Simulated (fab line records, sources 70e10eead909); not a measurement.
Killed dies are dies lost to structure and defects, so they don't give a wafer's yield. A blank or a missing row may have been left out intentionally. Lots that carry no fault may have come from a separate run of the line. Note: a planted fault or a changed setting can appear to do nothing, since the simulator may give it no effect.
Matching of chambers / flow nand harc / NHARC_A_CONTACT_ETCH_48 on rie diel-05 has 4 sister chambers
The step etches the open film in CF4, target depth 39 nm, time 65 s. 36 wafers are shown with their chamber, then 12 later ones without.

WAFERS, EACH WITH ITS CHAMBER
wafer=L074.2; chamber=0; showerhead plenum p Torr (Torr)=1.73; rf vpp V (V)=151.9; throttle valve pct (%)=13.276
wafer=L074.5; chamber=2; showerhead plenum p Torr (Torr)=1.77; rf vpp V (V)=150.7; throttle valve pct (%)=13.272
wafer=L074.6; chamber=1; showerhead plenum p Torr (Torr)=1.85; rf vpp V (V)=152.5; throttle valve pct (%)=13.288
wafer=L075.1; chamber=2; showerhead plenum p Torr (Torr)=1.76; rf vpp V (V)=149.9; throttle valve pct (%)=13.279
wafer=L075.2; chamber=3; showerhead plenum p Torr (Torr)=1.71; rf vpp V (V)=150.1; throttle valve pct (%)=13.275
wafer=L075.5; chamber=1; showerhead plenum p Torr (Torr)=1.85; rf vpp V (V)=151.8; throttle valve pct (%)=13.273
wafer=L078.1; chamber=2; showerhead plenum p Torr (Torr)=1.76; rf vpp V (V)=152.5; throttle valve pct (%)=13.282
wafer=L078.2; chamber=1; showerhead plenum p Torr (Torr)=1.85; rf vpp V (V)=152.1; throttle valve pct (%)=13.299
wafer=L078.5; chamber=3; showerhead plenum p Torr (Torr)=1.71; rf vpp V (V)=150.4; throttle valve pct (%)=13.284
wafer=L077.4; chamber=3; showerhead plenum p Torr (Torr)=1.71; rf vpp V (V)=150.9; throttle valve pct (%)=13.282
wafer=L077.5; chamber=3; showerhead plenum p Torr (Torr)=1.71; rf vpp V (V)=149.6; throttle valve pct (%)=13.273
wafer=L077.6; chamber=0; showerhead plenum p Torr (Torr)=1.73; rf vpp V (V)=150.5; throttle valve pct (%)=13.285
wafer=L079.2; chamber=0; showerhead plenum p Torr (Torr)=1.73; rf vpp V (V)=151.3; throttle valve pct (%)=13.296
wafer=L079.3; chamber=3; showerhead plenum p Torr (Torr)=1.71; rf vpp V (V)=152.5; throttle valve pct (%)=13.284
wafer=L079.6; chamber=3; showerhead plenum p Torr (Torr)=1.71; rf vpp V (V)=151.5; throttle valve pct (%)=13.292
wafer=L080.1; chamber=3; showerhead plenum p Torr (Torr)=1.71; rf vpp V (V)=150.2; throttle valve pct (%)=13.291
wafer=L080.4; chamber=2; showerhead plenum p Torr (Torr)=1.76; rf vpp V (V)=152.3; throttle valve pct (%)=13.281
wafer=L080.6; chamber=3; showerhead plenum p Torr (Torr)=1.71; rf vpp V (V)=149.6; throttle valve pct (%)=13.284
wafer=L082.1; chamber=3; showerhead plenum p Torr (Torr)=1.71; rf vpp V (V)=150.6; throttle valve pct (%)=13.293
wafer=L082.2; chamber=2; showerhead plenum p Torr (Torr)=1.76; rf vpp V (V)=150.8; throttle valve pct (%)=13.282
wafer=L082.4; chamber=1; showerhead plenum p Torr (Torr)=1.85; rf vpp V (V)=153.2; throttle valve pct (%)=13.274
wafer=L084.3; chamber=3; showerhead plenum p Torr (Torr)=1.71; rf vpp V (V)=150.8; throttle valve pct (%)=13.294
wafer=L084.5; chamber=0; showerhead plenum p Torr (Torr)=1.73; rf vpp V (V)=151.9; throttle valve pct (%)=13.289
wafer=L084.6; chamber=3; showerhead plenum p Torr (Torr)=1.71; rf vpp V (V)=149.4; throttle valve pct (%)=13.280
wafer=L086.1; chamber=2; showerhead plenum p Torr (Torr)=1.76; rf vpp V (V)=151.0; throttle valve pct (%)=13.272
wafer=L086.3; chamber=3; showerhead plenum p Torr (Torr)=1.70; rf vpp V (V)=149.5; throttle valve pct (%)=13.284
wafer=L086.6; chamber=2; showerhead plenum p Torr (Torr)=1.76; rf vpp V (V)=151.8; throttle valve pct (%)=13.275
wafer=L090.3; chamber=0; showerhead plenum p Torr (Torr)=1.73; rf vpp V (V)=150.5; throttle valve pct (%)=13.282
wafer=L090.4; chamber=1; showerhead plenum p Torr (Torr)=1.85; rf vpp V (V)=151.9; throttle valve pct (%)=13.284
wafer=L090.5; chamber=2; showerhead plenum p Torr (Torr)=1.76; rf vpp V (V)=150.8; throttle valve pct (%)=13.279
wafer=L091.2; chamber=0; showerhead plenum p Torr (Torr)=1.73; rf vpp V (V)=149.2; throttle valve pct (%)=13.289
wafer=L091.5; chamber=1; showerhead plenum p Torr (Torr)=1.84; rf vpp V (V)=151.6; throttle valve pct (%)=13.275
wafer=L091.6; chamber=2; showerhead plenum p Torr (Torr)=1.76; rf vpp V (V)=150.3; throttle valve pct (%)=13.275
wafer=L092.1; chamber=0; showerhead plenum p Torr (Torr)=1.73; rf vpp V (V)=150.3; throttle valve pct (%)=13.288
wafer=L092.4; chamber=2; showerhead plenum p Torr (Torr)=1.76; rf vpp V (V)=150.1; throttle valve pct (%)=13.267
wafer=L092.5; chamber=0; showerhead plenum p Torr (Torr)=1.73; rf vpp V (V)=151.1; throttle valve pct (%)=13.291

SIGNATURES (means of the wafers above)
reading=showerhead plenum p Torr; chamber 0=1.7300; chamber 1=1.8483; chamber 2=1.7610; chamber 3=1.7092; scatter within a chamber=0.00288
reading=rf vpp V; chamber 0=150.838; chamber 1=152.183; chamber 2=151.020; chamber 3=150.425; scatter within a chamber=0.866
reading=throttle valve pct; chamber 0=13.28700; chamber 1=13.28217; chamber 2=13.27640; chamber 3=13.28467; scatter within a chamber=0.00689
Rule: for a wafer and a chamber, the distance is found by dividing, reading by reading, the gap between the wafer's reading and the chamber's mean by the reading's scatter, squaring, summing and taking the root. The wafer belongs to the nearest chamber; if the next one is less than 2 further off, it can't be placed. The scatter: the root of (the sum of the squares of (reading less its chamber's mean) over the shown wafers, divided by (wafers less chambers)).

WAFERS WHOSE CHAMBER IS MISSING
wafer=L093.1; showerhead plenum p Torr (Torr)=1.76; rf vpp V (V)=150.4; throttle valve pct (%)=13.298
wafer=L093.5; showerhead plenum p Torr (Torr)=1.72; rf vpp V (V)=151.6; throttle valve pct (%)=13.282
wafer=L093.6; showerhead plenum p Torr (Torr)=1.84; rf vpp V (V)=151.3; throttle valve pct (%)=13.293
wafer=L095.3; showerhead plenum p Torr (Torr)=1.84; rf vpp V (V)=152.4; throttle valve pct (%)=13.285
wafer=L095.4; showerhead plenum p Torr (Torr)=1.76; rf vpp V (V)=151.0; throttle valve pct (%)=13.280
wafer=L095.5; showerhead plenum p Torr (Torr)=1.76; rf vpp V (V)=150.3; throttle valve pct (%)=13.287
wafer=L096.1; showerhead plenum p Torr (Torr)=1.72; rf vpp V (V)=150.5; throttle valve pct (%)=13.287
wafer=L096.3; showerhead plenum p Torr (Torr)=1.70; rf vpp V (V)=150.2; throttle valve pct (%)=13.282
wafer=L096.5; showerhead plenum p Torr (Torr)=1.84; rf vpp V (V)=151.6; throttle valve pct (%)=13.283
wafer=L097.2; showerhead plenum p Torr (Torr)=1.76; rf vpp V (V)=150.9; throttle valve pct (%)=13.269
wafer=L097.4; showerhead plenum p Torr (Torr)=1.72; rf vpp V (V)=153.2; throttle valve pct (%)=13.287
wafer=L097.6; showerhead plenum p Torr (Torr)=1.72; rf vpp V (V)=150.6; throttle valve pct (%)=13.286

WHICH CHAMBER EACH WENT THROUGH
wafer=L093.1; from the rows above=2; in truth=2
wafer=L093.5; from the rows above=can't be placed: 0 or 3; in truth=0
wafer=L093.6; from the rows above=1; in truth=1
wafer=L095.3; from the rows above=1; in truth=1
wafer=L095.4; from the rows above=2; in truth=2
wafer=L095.5; from the rows above=2; in truth=2
wafer=L096.1; from the rows above=can't be placed: 0 or 3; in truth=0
wafer=L096.3; from the rows above=3; in truth=3
wafer=L096.5; from the rows above=1; in truth=1
wafer=L097.2; from the rows above=2; in truth=2
wafer=L097.4; from the rows above=can't be placed: 0 or 3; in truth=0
wafer=L097.6; from the rows above=can't be placed: 0 or 3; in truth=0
Placed correctly: 8 of 12. These rows do not allow placing 4 (true chamber among the candidates in 4). Placed wrongly: 0.
